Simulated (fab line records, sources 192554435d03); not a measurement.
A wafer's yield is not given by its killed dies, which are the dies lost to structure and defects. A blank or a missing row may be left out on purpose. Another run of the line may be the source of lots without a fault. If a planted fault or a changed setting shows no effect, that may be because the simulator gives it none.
Lot-split experiment	flow n5-finfet	7 lots, 21 wafers read, on a route of 1938 steps

== THE SPLIT ITSELF ==
At N5_BEOL_M11_ETCH_62 (etches SOC in N2/H2, target depth 110 nm, overetch 22 nm, time 165 s), the setting time-s was moved away from the recipe's 165 s on 10 of the 21 wafers read, by -19.6% to +18.9%. For the rest of the wafers, this setting stayed at what the recipe calls for.

The reading comes from the split's own step.

== THE READING ==
SiARC_of_BEOL_M11_COAT_60.thk-nm (the simulator's own value, which no gauge read), in nm, at N5_BEOL_M11_ETCH_62 (etches SOC in N2/H2, target depth 110 nm, overetch 22 nm, time 165 s). The file does not state a usual value for it. Across the 11 wafers here that went through the recipe, the average is 23.5 nm and the standard deviation 0.23 nm.

wafer	tool, chamber at the split	time-s as run, s	against the recipe	SiARC_of_BEOL_M11_COAT_60.thk-nm, nm	against lot-mates on the recipe
L077.1	rie-diel-06, 0	192.5	+16.7%	21.8	-1.4
L077.2	rie-diel-06, 2	165	recipe	23.2	-
L077.4	rie-diel-06, 3	192.5	+16.7%	22.4	-0.8
L079.2	rie-diel-02, 1	132.6	-19.6%	24.8	+1.1
L079.3	rie-diel-02, 0	165	recipe	23.6	-
L079.4	rie-diel-02, 0	165	recipe	23.8	-
L078.2	rie-diel-02, 1	150.6	-8.7%	24.4	+0.6
L078.3	rie-diel-02, 2	150.6	-8.7%	24	+0.2
L078.6	rie-diel-02, 1	165	recipe	23.8	-
L087.1	rie-diel-02, 2	165	recipe	23.4	-
L087.2	rie-diel-02, 3	165	recipe	23.6	-
L087.6	rie-diel-02, 3	165	recipe	23.6	-
L090.1	rie-diel-01, 2	146.5	-11.2%	23.8	+0.6
L090.5	rie-diel-01, 1	146.5	-11.2%	24.2	+1.0
L090.6	rie-diel-01, 0	165	recipe	23.2	-
L092.1	rie-diel-06, 1	165	recipe	23.4	-
L092.5	rie-diel-06, 0	188.6	+14.3%	22	-1.4
L092.6	rie-diel-06, 1	188.6	+14.3%	22.6	-0.8
L095.3	rie-diel-02, 0	165	recipe	23.8	-
L095.4	rie-diel-02, 2	165	recipe	23.2	-
L095.5	rie-diel-02, 3	196.2	+18.9%	22.4	-1.1

FIT RESULTS
A straight line over all 21 wafers: SiARC_of_BEOL_M11_COAT_60.thk-nm changes by -0.0709 nm for each +1% of time-s; r = -0.94; the points scatter about the line by 0.28 nm.
The same after taking each lot's own level away (the mean of its wafers on the recipe; 21 wafers): -0.0638 nm for each +1%; r = -0.95; scatter 0.22 nm.
The reading moves by 1.3 nm for the largest change in time-s, on that fit.
From 23.20 to 23.80 nm: that is the span of the lots' own levels, equal to 2.6 times the standard deviation above.
Thus the slope moves with the lot-to-lot level: the two fits are different.
Check: for one of the wafers moved furthest among these (-19.6%), held out of the fit, the line's prediction against its lot-mates is +1.26 nm. It came out at +1.1 nm against them.

== OTHER SPLITS APPLIED TO THESE WAFERS ==
Before the reading, these wafers also passed through other splits. Each is held against what the fit with the lots' levels taken away leaves over:
other split on the same wafers	wafers away from the commonest value	r with SiARC_of_BEOL_M11_COAT_60.thk-nm (lot level and that fit taken away)
N5_BEOL_M11_DESCUM_16 time-s	4	+0.14

== THE WHOLE CHAIN: every reading that the file lists as answering this split, in the file's order ==
step	what it does	reading	change (the file's fit)	r (the file's)
N5_BEOL_M11_ETCH_62	etches SOC in N2/H2, target depth 110 nm, overetch 22 nm, time 165 s	SiARC_of_BEOL_M11_COAT_60.thk-nm (the simulator's own value, which no gauge read)	-0.0623 nm for each +1% of the setting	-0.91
N5_BEOL_M11_HM_OPEN_17	chemistry Cl2/BCl3, target TiN, target depth 20 nm, overetch 6 nm	etch.depth-nm (the simulator's own value, which no gauge read)	not straight: 20.11 at the lowest setting, 19.97 at the recipe, 16.66 at the highest	not given

== FILE'S OWN FIT ==
SiARC_of_BEOL_M11_COAT_60.thk-nm changes by -0.0623 nm for each +1% of time-s, r = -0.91.
